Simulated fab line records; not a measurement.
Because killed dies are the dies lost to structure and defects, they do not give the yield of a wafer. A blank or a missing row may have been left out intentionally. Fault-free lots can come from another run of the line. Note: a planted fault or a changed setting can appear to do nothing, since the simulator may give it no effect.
fab line records | flow nand_harc
[record] lots = 5 wafers = 15 last_day = 33
route steps=1302 shown A_STAIRCASE@879 A_SGD_CUT@890 END@1302
lots untouched by any fault: they come from a run of this same line in which no faults occurred
start_h: the number of hours between the record's first day and the start of the first shown wafer of the lot | wait_h: hours since the lot's step before | " repeats the value in the row above | L1.1+2: several wafers, shown together as one row | - no value, or no start was given | * or withheld: withheld | < > ~ a bound
route shown NAME@n: NAME is a module with steps in the file, n the number in the route of the first one | usual: average and standard deviation across the fault-free wafers | same: alike in all rows | chamber/n: place in a boat | sites: per-site readings | _std_site: their standard deviation | _edge_site: mean of outer sites minus mean of inner sites | radius_mm: how far each site lies from the wafer's centre | mask NAME#n: copy n | behind: the most recent tool/chamber to have shaped the wafer | hold: cause of the lot's hold/its duration in hours/its outcome | device: the transistor (n, p or np) that didn't switch | end of line: at the end of the route, the tests of the same wafers | a step without rows: its recipe alone | killed: dies that structure and defects cost at the first sort, which is not the same as the wafer's yield | map: dies across one wafer; x = killed, . = not, _ = none there
set.NAME: the setting as run; set.NAME@STEP: as run at that earlier step | model.NAME: the simulator's own value behind a step, which no gauge read
a table for each step, a row for each wafer; lots at some steps of the route
services: the hour from which a tool's chamber was out of use, counted from the record's first day as start_h (under 0 if before that day), plus the number of hours and why
[[steps]]
[step NHARC_A_STAIRCASE_SRD_154]
[step NHARC_A_STAIRCASE_ETCH_403]
[recipe] target_depth_a = 1082 chemistry = dHF material = SiO2
[step NHARC_A_STAIRCASE_ETCHBACK_422]
[recipe] target_depth_a = 400 over_etch_frac = 0.3 time_s = 74.286 ion_energy_ev = 120 ch3f_flow_sccm = 50 o2_flow_sccm = 30 ar_flow_sccm = 200 rf_w = 500 bias_w = 100 chemistry = CH3F/O2
[step NHARC_A_STAIRCASE_ETCH_423]
[recipe] target_depth_a = 300 chemistry = dHF material = SiO2
[step NHARC_A_STAIRCASE_ETCHBACK_157]
[recipe] target_depth_a = 900 over_etch_frac = 0.3 time_s = 167.14 ion_energy_ev = 120 ch3f_flow_sccm = 50 o2_flow_sccm = 30 ar_flow_sccm = 200 rf_w = 500 bias_w = 100 chemistry = CH3F/O2
[usual] drypump_motor_current_A = 5.51/0.29 oes_product_au = 0.96/0.033 rf_vpp_V = 244.9/1.7 showerhead_plenum_p_Torr = 2.50/0.11 throttle_valve_pct = 20.663/0.0083
// columns lot.wafer tool chamber start_h wait_h drypump_motor_current_A oes_product_au rf_hours_counter_h rf_vpp_V showerhead_plenum_p_Torr throttle_valve_pct
L589.1 rie_diel-03 1 475.38 0.2 5.85 1.00 7 247.8 2.63 20.667
L589.2 " 2 " " 5.37 1.01 4 243.8 2.49 20.658
L589.5 " 0 " " 5.19 0.98 - 246.3 2.66 20.671
L588.1 rie_diel-03 1 475.61 0.2 5.84 1.00 7 246.7 2.63 20.654
L588.3 " 2 " " 5.41 1.01 4 246.2 2.49 20.664
L588.5 " 1 " " 5.85 0.98 - 246.6 2.63 20.660
L596.3 rie_diel-02 1 553.08 0.2 5.59 0.96 52 245.2 2.64 20.663
L596.6 " 3 " " 5.24 0.97 - 244.8 2.45 20.662
L596.5 " 0 " " 5.78 0.96 - 242.4 2.28 20.671
L603.3 rie_diel-02 0 629.40 0.2 5.78 0.93 23 246.6 2.65 20.665
L603.2 " 1 " " 5.59 0.96 20 248.3 2.63 20.638
L603.1 " 3 " " 5.25 0.94 19 243.7 2.45 20.662
L608.4 rie_diel-02 0 659.33 0.1 5.79 0.95 32 246.2 2.65 20.673
L608.3 " 3 " " 5.24 0.98 28 243.0 2.44 20.667
L608.6 " 0 " " 5.81 0.95 - 247.4 2.65 20.659
[step NHARC_A_STAIRCASE_STRIP_475]
[recipe] time_s = 20 o2_flow_sccm = 500 ar_flow_sccm = 0 bias_w = 0 chemistry = O2
[usual] drypump_motor_current_A = 5.52/0.29 oes_product_au = 0.996/0.013 rf_vpp_V = 57.9/0.88 showerhead_plenum_p_Torr = 3.59/0.15 throttle_valve_pct = 17.035/0.0089
// columns lot.wafer tool chamber start_h wait_h drypump_motor_current_A oes_product_au rf_hours_counter_h rf_vpp_V showerhead_plenum_p_Torr throttle_valve_pct
L589.2 rie_diel-03 3 - - 5.64 1.000 4 57.1 3.48 17.037
L589.1 " 0 " " 5.20 0.973 7 58.9 3.80 17.038
L589.5 " 0 " " 5.22 0.980 - 58.3 3.80 17.038
L588.3 rie_diel-03 1 - - 5.84 0.982 7 58.5 3.76 17.031
L588.1 " 2 " " 5.42 0.995 4 57.3 3.57 17.017
L588.5 " 1 " " 5.83 0.979 - 57.8 3.76 17.048
L596.3 rie_diel-02 1 - - 5.59 1.000 52 59.2 3.78 17.037
L596.5 " 1 " " 5.55 1.000 - 57.3 3.78 17.030
L596.6 " 2 " " 5.87 1.011 - 57.9 3.62 17.045
L603.2 rie_diel-02 0 - - 5.80 0.973 23 57.2 3.79 17.032
L603.3 " 1 " " 5.61 1.005 20 58.4 3.76 17.030
L603.1 " 2 " " 5.88 1.011 15 56.9 3.61 17.024
L608.4 rie_diel-02 2 - - 5.87 1.022 27 57.4 3.60 17.024
L608.3 " 3 " " 5.23 1.000 28 57.2 3.50 17.039
L608.6 " 1 " " 5.58 1.016 - 57.8 3.76 17.031
[step NHARC_A_STAIRCASE_DEP_471]
[recipe] target_thk_a = 1000 temp_c = 400 pressure_torr = 6.5 rf_w = 900 teos_flow_sccm = 161.4 flow_sccm = 2650 target_thk_nm = 100 gas = O2 material = SiO2
[step NHARC_A_STAIRCASE_CMP_472]
[recipe] material = SiO2
[step NHARC_A_STAIRCASE_SRD_474]
[step NHARC_A_STAIRCASE_INSPECT_155]
[usual] raw_defect_count = 393/120
// columns lot.wafer tool chamber start_h wait_h raw_defect_count
L589.1 defect_inspect-01 - 476.34 0.1 491
L589.2 " - " " 352
L589.5 " - " " 401
L588.1 defect_inspect-02 - 476.51 0.1 445
L588.3 " - " " 411
L588.5 " - " " 412
L596.3 defect_inspect-01 - 553.95 0.1 541
L596.5 " - " " 370
L596.6 " - " " 365
L603.1 defect_inspect-02 - 630.32 0.1 332
L603.2 " - " " 428
L603.3 " - " " 416
L608.3 defect_inspect-01 - 660.25 0.1 291
L608.4 " - " " 263
L608.6 " - " " 179
[step NHARC_A_SGD_CUT_DEP_00]
[recipe] target_thk_a = 500 temp_c = 400 target_thk_nm = 50 flow_sccm = 200 rf_w = 450 material = SiNx
[usual] heater_power_w = 688/79
// columns lot.wafer tool chamber start_h wait_h heater_power_w
L589.2 pecvd-04 2 476.40 0.1 640
L589.1 " 1 " " 715
L589.5 " 0 " " 702
L588.3 pecvd-01 2 476.61 0.1 648
L588.1 " 0 " " 925
L588.5 " 2 " " 615
L596.3 pecvd-04 2 554.02 0.1 639
L596.5 " 2 " " 626
L596.6 " 0 " " 734
L603.3 pecvd-04 0 630.38 0.1 677
L603.1 " 1 " " 648
L603.2 " 2 " " 615
L608.3 pecvd-04 1 660.37 0.1 617
L608.4 " 2 " " 583
L608.6 " 1 " " 613
[step NHARC_A_SGD_CUT_DEHYDRATE_01]
[recipe] temp_c = 150 time_s = 120
[step NHARC_A_SGD_CUT_HMDS_02]
[recipe] time_s = 30
[step NHARC_A_SGD_CUT_COAT_56]
[recipe] temp_c = 260 time_s = 75
[step NHARC_A_SGD_CUT_COAT_57]
[recipe] temp_c = 225 time_s = 65
[step NHARC_A_SGD_CUT_COAT_03]
[recipe] spin_rpm = 1500 resist_thk_nm = 90
[step NHARC_A_SGD_CUT_SOFTBAKE_04]
[recipe] temp_c = 105 time_s = 55
[step NHARC_A_SGD_CUT_EBR_05]
[step NHARC_A_SGD_CUT_EXPOSE_06]
[recipe] na = 1.35 dose_mj = 85.59 mask_id = SGD
[step NHARC_A_SGD_CUT_PEB_07]
[recipe] peb_temp_c = 100 peb_time_s = 65
[step NHARC_A_SGD_CUT_DEVELOP_08]
[recipe] develop_time_s = 35 dev_temp_c = 23
[step NHARC_A_SGD_CUT_CD_MEAS_09]
[recipe] target_cd_nm = 100 landing_energy_ev = 500
[usual] cd_nm = 100.1/0.8
// columns lot.wafer tool chamber start_h wait_h cd_nm
L589.1 cd_sem-02 0 477.12 - 99.2
L589.2 " 0 " " 99.6
L589.5 " 0 " " 98.1
L588.1 cd_sem-02 0 477.30 - 99.9
L588.3 " 0 " " 100.8
L588.5 " 0 " " 99.9
L596.3 cd_sem-01 0 554.62 - 101.1
L596.5 " 0 " " 101.0
L596.6 " 0 " " 100.7
L603.1 cd_sem-01 0 631.11 - 101.4
L603.2 " 0 " " 101.0
L603.3 " 0 " " 100.5
L608.3 cd_sem-03 0 661.05 - 100.4
L608.4 " 0 " " 100.0
L608.6 " 0 " " 99.8
[step NHARC_A_SGD_CUT_OVL_MEAS_10]
[usual] overlay_x_nm = -0.1/0.8 overlay_y_nm = 0.0/0.66
// columns lot.wafer tool chamber start_h wait_h overlay_x_nm overlay_y_nm
L589.1 overlay-02 - 477.21 - -0.8 0.9
L589.2 " - " " -0.6 0.7
L589.5 " - " " -0.8 0.8
L588.1 overlay-01 - 477.39 - -0.8 -0.5
L588.3 " - " " -0.9 -1.1
L588.5 " - " " -0.9 -0.8
L596.3 overlay-02 - 554.70 - 0.7 -0.4
L596.5 " - " " 0.5 -0.2
L596.6 " - " " 0.0 -0.8
L603.1 overlay-02 - 631.19 - 0.4 0.6
L603.2 " - " " -0.6 0.3
L603.3 " - " " -0.4 0.4
L608.3 overlay-02 - 661.13 - -0.3 1.5
L608.4 " - " " 0.3 1.2
L608.6 " - " " -0.2 0.7
[step NHARC_A_SGD_CUT_INSPECT_11]
[usual] raw_defect_count = 56/34
// columns lot.wafer tool chamber start_h wait_h raw_defect_count
L589.1 defect_inspect-01 - 477.25 0.0 109
L589.2 " - " " 98
L589.5 " - " " 114
L588.1 defect_inspect-02 - 477.43 0.0 69
L588.3 " - " " 79
L588.5 " - " " 69
L596.3 defect_inspect-02 - 554.74 0.0 68
L596.5 " - " " 59
L596.6 " - " " 64
L603.1 defect_inspect-01 - 631.23 0.0 78
L603.2 " - " " 77
L603.3 " - " " 99
L608.3 defect_inspect-02 - 661.17 0.0 6
L608.4 " - " " 4
L608.6 " - " " 11
[step NHARC_A_SGD_CUT_DESCUM_14]
[recipe] time_s = 3 o2_flow_sccm = 200 ar_flow_sccm = 0 bias_power_w = 0 chemistry = O2
[step NHARC_A_SGD_CUT_ETCH_58]
[recipe] target_depth_a = 390 over_etch_frac = 0.3 time_s = 65 ion_energy_ev = 80 cf4_flow_sccm = 150 ar_flow_sccm = 0 rf_w = 300 bias_w = 100 chemistry = CF4
[step NHARC_A_SGD_CUT_ETCH_59]
[recipe] target_depth_a = 2600 over_etch_frac = 0.25 time_s = 406.25 ion_energy_ev = 200 n2_flow_sccm = 150 h2_flow_sccm = 150 ar_flow_sccm = 0 rf_w = 400 bias_w = 150 chemistry = N2/H2
[step NHARC_A_SGD_CUT_ETCH_15]
[recipe] target_depth_a = 750 time_s = 64.3 ch3f_flow_sccm = 50 o2_flow_sccm = 30 ar_flow_sccm = 200 rf_w = 500 bias_w = 100 chemistry = CH3F/O2
[usual] drypump_motor_current_A = 5.7/0.44 oes_product_au = 0.954/0.02 rf_vpp_V = 263.6/1.7 showerhead_plenum_p_Torr = 2.44/0.093 throttle_valve_pct = 20.664/0.0092
// columns lot.wafer tool chamber start_h wait_h drypump_motor_current_A oes_product_au rf_hours_counter_h rf_vpp_V showerhead_plenum_p_Torr throttle_valve_pct
L589.2 rie_diel-05 3 - - 6.0 0.956 4 265.7 2.51 20.670
L589.1 " 0 " " 5.4 0.945 4 263.4 2.51 20.669
L589.5 " 3 " " 6.0 0.971 - 264.5 2.51 20.666
L588.1 rie_diel-09 1 - - 5.2 0.936 10 261.1 2.29 20.651
L588.3 " 2 " " 5.7 0.924 11 262.9 2.39 20.661
L588.5 " 1 " " 5.2 0.939 - 260.6 2.29 20.667
L596.3 rie_diel-08 2 - - 6.2 0.979 0 265.6 2.61 20.673
L596.6 " 1 " " 5.3 0.971 - 261.7 2.35 20.659
L596.5 " 2 " " 6.2 0.975 - 266.9 2.61 20.667
L603.3 rie_diel-08 3 - - 5.6 0.925 7 264.2 2.42 20.669
L603.1 " 0 " " 5.0 0.940 7 264.7 2.43 20.662
L603.2 " 2 " " 6.2 0.943 7 266.9 2.61 20.671
L608.4 rie_diel-05 0 - - 5.4 0.959 3 264.8 2.50 20.668
L608.3 " 1 " " 6.1 0.940 3 265.3 2.51 20.664
L608.6 " 3 " " 6.0 1.000 - 263.7 2.51 20.669
[step NHARC_A_SGD_CUT_ETCH_16]
[recipe] target_depth_a = 3105 time_s = 155.2 c4f8_flow_sccm = withheld o2_flow_sccm = 8 ar_flow_sccm = withheld rf_w = 600 bias_w = 800 chemistry = C4F8/O2/Ar
[usual] oes_product_au = 0.966/0.018 rf_vpp_V = 722/4
// columns lot.wafer tool chamber start_h wait_h oes_product_au rf_hours_counter_h rf_vpp_V
L589.2 rie_diel-05 0 - - 0.944 4 725
L589.1 " 1 " " 0.955 4 725
L589.5 " 0 " " 0.949 - 725
L588.1 rie_diel-09 0 - - 0.981 10 720
L588.3 " 2 " " 0.955 11 719
L588.5 " 0 " " 0.981 - 722
L596.3 rie_diel-08 0 - - 0.946 0 724
L596.6 " 1 " " 0.991 - 721
L596.5 " 2 " " 0.980 - 730
L603.3 rie_diel-08 0 - - 0.954 7 723
L603.1 " 1 " " 0.953 6 718
L603.2 " 2 " " 0.955 7 730
L608.3 rie_diel-05 0 - - 0.980 3 725
L608.4 " 1 " " 0.958 3 726
L608.6 " 2 " " 0.972 - 715
[step NHARC_A_SGD_CUT_STRIP_60]
[recipe] c4f8_flow_sccm = withheld o2_flow_sccm = 8 ar_flow_sccm = withheld bias_w = 0 chemistry = C4F8/O2/Ar
[step NHARC_A_SGD_CUT_STRIP_17]
[recipe] o2_flow_sccm = 500 ar_flow_sccm = 0 bias_w = 0 chemistry = O2
[step NHARC_A_SGD_CUT_PRECLEAN_18]
[recipe] time_s = * temp_c = 50 bath_age_min = 0 chemistry = SC1
[step NHARC_A_SGD_CUT_SRD_19]
[step NHARC_A_SGD_CUT_DEP_20]
[recipe] target_thk_a = 1500 temp_c = 65 material = SiO2
[step NHARC_A_SGD_CUT_ANNEAL_27]
[recipe] temp_c = 450 time_s = 1800
[step NHARC_A_SGD_CUT_CMP_21]
[recipe] target_thk_nm = 148.19
[usual] motor_current_A = 12.5/1.4 time_to_endpoint_s = 50/4.5
// columns lot.wafer tool chamber start_h wait_h motor_current_A time_to_endpoint_s
L589.1 cmp-03 2 483.26 0.4 12.7 49
L589.2 " 0 " " 12.9 50
L589.5 " 2 " " 12.5 50
L588.3 cmp-03 0 483.41 0.5 13.5 48
L588.1 " 2 " " 13.0 50
L588.5 " 3 " " 11.2 49
L596.3 cmp-03 0 562.24 0.4 13.0 52
L596.6 " 3 " " 11.0 50
L596.5 " 0 " " 12.8 50
L603.2 cmp-03 3 637.51 0.4 10.2 49
L603.1 " 1 " " 15.1 59
L603.3 " 2 " " 12.8 51
L608.3 cmp-02 0 667.53 0.4 10.6 52
L608.4 " 2 " " 11.4 53
L608.6 " 0 " " 10.9 49
[step NHARC_A_SGD_CUT_SRD_23]
[step NHARC_A_SGD_CUT_ETCH_26]
[recipe] target_depth_a = 458 chemistry = dHF material = SiO2
[step NHARC_A_SGD_CUT_ETCHBACK_24]
[recipe] target_depth_a = 500 over_etch_frac = 0.3 time_s = 92.857 ion_energy_ev = 120 ch3f_flow_sccm = 50 o2_flow_sccm = 30 ar_flow_sccm = 200 rf_w = 500 bias_w = 100 chemistry = CH3F/O2
[step NHARC_END_SORT_01]
[recipe] temp_c = 25
[usual] killed_at_array = 61/24 killed_at_other = 1.2/1.3 killed_at_periphery = 3.7/2.6 killed_dies = 66/23 killed_open = 3.3/1.8 killed_short = 2.4/1.6
[same] gross_dies = 677
// columns lot.wafer tool chamber start_h wait_h killed_at_array killed_at_other killed_at_periphery killed_dies killed_open killed_short
L596.3 prober-01 0 680.88 3.1 75 1 2 78 1 3
L596.5 prober-01 0 682.48 3.7 80 0 3 83 3 1
L596.6 prober-01 0 683.28 4.0 572 0 3 575 3 3
// killed by level:class
L596.3 A_CHANNEL_HOLE_D1:chamber_film_flake=31 A_SLIT:chamber_film_flake=29 A_CHANNEL_FILL_D2:chamber_film_flake=4 A_CHANNEL_HOLE_D2:chamber_film_flake=3 A_M0:geometric_particle:short=2 A_SGD_CUT:chamber_film_flake=2 A_STAIRCASE:chamber_film_flake=2 P_M0:geometric_particle:open=1
L596.5 A_SLIT:chamber_film_flake=30 A_CHANNEL_HOLE_D1:chamber_film_flake=29 A_CHANNEL_FILL_D2:chamber_film_flake=6 A_SGD_CUT:chamber_film_flake=5 A_WL_FILL:chamber_film_flake=3 A_CONTACT:geometric_particle:open=2 P_BONDPAD:chamber_film_flake=2 A_M0:geometric_particle:short=1
L596.6 A_SGD_CUT:area_dep=485 A_CHANNEL_HOLE_D1:chamber_film_flake=35 A_SLIT:chamber_film_flake=28 A_SGD_CUT:chamber_film_flake=7 A_WL_FILL:chamber_film_flake=6 A_STAIRCASE:chamber_film_flake=4 P_BONDPAD:chamber_film_flake=2 P_CONTACT:geometric_particle:open=1
// map L596.6 (x killed, . not)
____________x____________
_________xxxxx.._________
_______xx.xx.xxxxx_______
______xxxxxx.xx.xx.______
_____xx..xxxxxxx.xxx_____
____xxxxxxxxxxx.xxxxx____
____x.xxxx.xxxxxxxxxx____
___xxxxxxxxxxxxxxxxxxx___
___.xxx.xx.xxxxxxxxxxx___
__x.xxx.xxxxxxxxx.xxxxx__
__xxxxxxxxxxxx.xxxxxxxx__
_x....xxxx.xxxxxxxx.xxxx_
_.xxxxxxxxxxxxxxxxxxxxxx_
_xxxxxxxxxxxxxxxxxxxxxxx_
_.xxxxxxxxxxxxxxxxxxx.xx_
_xx.xxxxxxxxxxxxxxxx.xxx_
xx.xxxxxxxxxxxxxxxxxxxxx.
.x..xxxxxxxxxxxxxxxxxxxxx
...xxxxxxxxxxxxxxxxxxxxxx
.xxxxx.xxxxxxxxxxxxxxxxxx
x.xxxxxxxxxxxxxxxxxxxxxxx
_..xxxxxxxxxxxxxxxxxxx.x_
_.x.x.xxxxxxxxxx.xx.xxxx_
_..xx.xxxxxxxxxxxx.xxxxx_
_x..xxxxxxxxxxxxxxxxxxxx_
_.xxx.xxxx.xxxxxxxxxxxx._
__.x.x.xxxxxxxxxxxxxxxx__
__...xxxxxxxxxxxxxxxxxx__
___.xxxxxxxx.xxxxxxxxx___
___..xxx.xxxx..xxxx.xx___
____x.x.xxxxx.xxxxxxx____
____xxx.xxxxx.x..xxx.____
_____.xxx.x.x.xxxxxx_____
______.xxx..xx....x______
_______x.xx.....xx_______
_________xxx.x.x_________
____________.____________
// map L608.3 (x killed, . not)
____________.____________
_________......._________
_______..........._______
______.............______
_____..............._____
____.................____
____......x..........____
___.........x.........___
___...................___
__............x...x....__
__..........x....x.....__
_......................._
_......x................_
_..xx..................._
_..x..x................._
_......................._
.........x......x........
x.........x..............
.........................
..x.x....................
.........................
_....x.................._
_......................._
_......................._
_............x..x......._
_..............x........_
__.....................__
__x...............x....__
___...............x...___
___...........xx......___
____......x..........____
____.....x......x....____
_____...........x..._____
______...x..x......______
_______.......xx.x_______
_________......._________
____________.____________
[[services]]
// columns tool chamber start_h hours kind
cmp-03 - 456.14 4.0 pm
rie_diel-03 - 458.46 9.0 pm
pecvd-04 - 463.58 1.4 repair
rie_diel-05 3 478.71 5.3 repair
rie_diel-03 0 481.98 13.0 repair
cmp-02 - 482.28 1.7 repair
rie_diel-09 - 497.10 9.0 pm
rie_diel-03 3 517.78 17.8 repair
rie_diel-09 1 536.99 6.1 repair
rie_diel-08 - 544.80 9.0 pm
cmp-03 - 554.14 4.0 pm
rie_diel-09 2 559.82 6.6 repair
rie_diel-02 - 570.78 9.0 pm
rie_diel-08 0 572.78 3.6 repair
pecvd-04 2 583.04 2.5 repair
rie_diel-05 - 583.92 9.0 pm
cmp-03 - 596.21 0.8 repair
pecvd-04 - 631.01 13.0 pm
rie_diel-03 - 634.91 1.3 repair
rie_diel-03 - 636.26 9.0 pm
rie_diel-09 0 649.35 6.8 repair
cmp-03 - 652.14 4.0 pm
rie_diel-09 3 655.93 14.8 repair
rie_diel-02 1 663.83 8.8 repair
[[key]]
[first_sign] step = NHARC_END_SORT_01 reading = killed_dies direction = up sigmas = 22 usual = 66 struck = 575
[effect] step = NHARC_END_SORT_01 reading = killed_at_array direction = up sigmas = 22 usual = 61 struck = 572
[more_kills_born_at] NHARC_A_SGD_CUT_DEP_00@pecvd-04 = 485
met_at NHARC_A_SGD_CUT_DEP_00
struck_wafers L596.6
later_rows_left_out L596.6
tester_left_out L596
onset_between 476.40 554.02
[fault] kind = process_parameter_drift tool = pecvd-04 chamber = - onset_h = 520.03 steps = NHARC_A_SGD_CUT_DEP_00 channel = target_thk_a offset = * shape = step end_h = 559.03 scope = struck_wafers_only acts_in = * stated = *
// tester_left_out: of these lots the tester's yield and bins aren't shown, on N5 and GAA mostly nor the transistor test; their killed dies are dies lost to structure and defects alone, not to doping, threshold or leakage, so they don't give the yield
// later_rows_left_out: the simulator's readings of these wafers behind a module that went badly wrong aren't trusted and aren't shown, but for the sort
